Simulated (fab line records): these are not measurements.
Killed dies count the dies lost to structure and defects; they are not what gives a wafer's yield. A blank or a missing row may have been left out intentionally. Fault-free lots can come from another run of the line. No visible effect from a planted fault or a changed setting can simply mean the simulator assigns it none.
Matching of chambers | flow n5-finfet | N5_MOL_CONTACT_COAG_ALD_20 on ald-metal-04 has 4 sister chambers
The step deposits TiN, target thk 1.5 nm, pulse time 1 s, purge time 3 s. 4 wafers are shown with their chamber, then 8 later ones without.

== EACH WAFER AND ITS CHAMBER ==
wafer  | chamber | heater-power-w (W)
L443.5 | 3       | 893
L444.5 | 0       | 942
L444.6 | 1       | 944
L445.1 | 2       | 905

== WAFERS WITH NO CHAMBER GIVEN ==
wafer  | heater-power-w (W)
L445.2 | 904
L445.4 | 945
L446.2 | 884
L446.5 | 922
L446.6 | 936
L447.1 | 944
L447.2 | 929
L447.3 | 924

== EACH ONE'S CHAMBER ==
wafer  | from the rows above               | in truth
L445.2 | can't be placed: 2 or 3           | 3
L445.4 | can't be placed: 1 or 0           | 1
L446.2 | can't be placed: 3 or 2           | 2
L446.5 | can't be placed: 2 or 0 or 1 or 3 | 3
L446.6 | can't be placed: 0 or 1           | 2
L447.1 | can't be placed: 1 or 0           | 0
L447.2 | can't be placed: 0 or 1 or 2      | 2
L447.3 | can't be placed: 0 or 2 or 1 or 3 | 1
Placed correctly: 0 of 8. These rows do not allow placing 8 (true chamber among the candidates in 7). Placed wrongly: 0.
How it was worked out, from the rows above alone: a wafer's distance from a chamber is the root of the sum, over the readings, of the square of ((its reading less the chamber's mean) divided by the reading's scatter). The wafer belongs to the nearest chamber; if the next one is less than 2 further off, it can't be placed. The mean given for a chamber averages the wafers shown for that chamber. The scatter: with one shown wafer a chamber, the root of the mean of the squares of how far each hidden wafer lies from its nearest shown one.
